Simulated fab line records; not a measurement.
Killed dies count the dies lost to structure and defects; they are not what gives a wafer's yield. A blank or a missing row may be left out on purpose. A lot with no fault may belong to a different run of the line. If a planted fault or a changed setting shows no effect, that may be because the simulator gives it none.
Matching of chambers -- flow n5 finfet -- cvd co-01 running N5_BEOL_M2_CO_CAP_55: 3 sister chambers
The step material Co, precursor CCTBA/H2, target thk 2 nm, time 102.1 s. 3 wafers are shown with their chamber, then 11 later ones without.

== WAFERS WITH THEIR CHAMBER ==
wafer,chamber,heater power w (W)
L087.5,1,239
L088.4,0,243
L089.2,2,229

== WAFERS WITHOUT THEIR CHAMBER ==
wafer,heater power w (W)
L089.3,242
L089.5,246
L093.4,224
L093.5,246
L093.6,225
L094.2,227
L094.3,241
L094.4,247
L097.1,224
L097.3,245
L097.5,241

== THE CHAMBER EACH PASSED THROUGH ==
wafer,from the rows above,in truth
L089.3,can't be placed: 0 or 1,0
L089.5,can't be placed: 0 or 1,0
L093.4,2,2
L093.5,can't be placed: 0 or 1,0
L093.6,2,2
L094.2,2,2
L094.3,can't be placed: 0 or 1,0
L094.4,can't be placed: 0 or 1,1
L097.1,2,2
L097.3,can't be placed: 0 or 1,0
L097.5,can't be placed: 0 or 1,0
Correct placement for 4 of the 11. Can't be placed from these rows: 7 (the true chamber is among the candidates in 7). Number placed wrongly: 0.
How it was worked out, from the rows above alone: a wafer's distance from a chamber is the root of the sum, over the readings, of the square of ((its reading less the chamber's mean) divided by the reading's scatter). The wafer belongs to the nearest chamber; if the next one is less than 2 further off, it can't be placed. For every chamber, the mean is computed from those of its wafers that are shown. The scatter: with one shown wafer a chamber, the root of the mean of the squares of how far each hidden wafer lies from its nearest shown one.
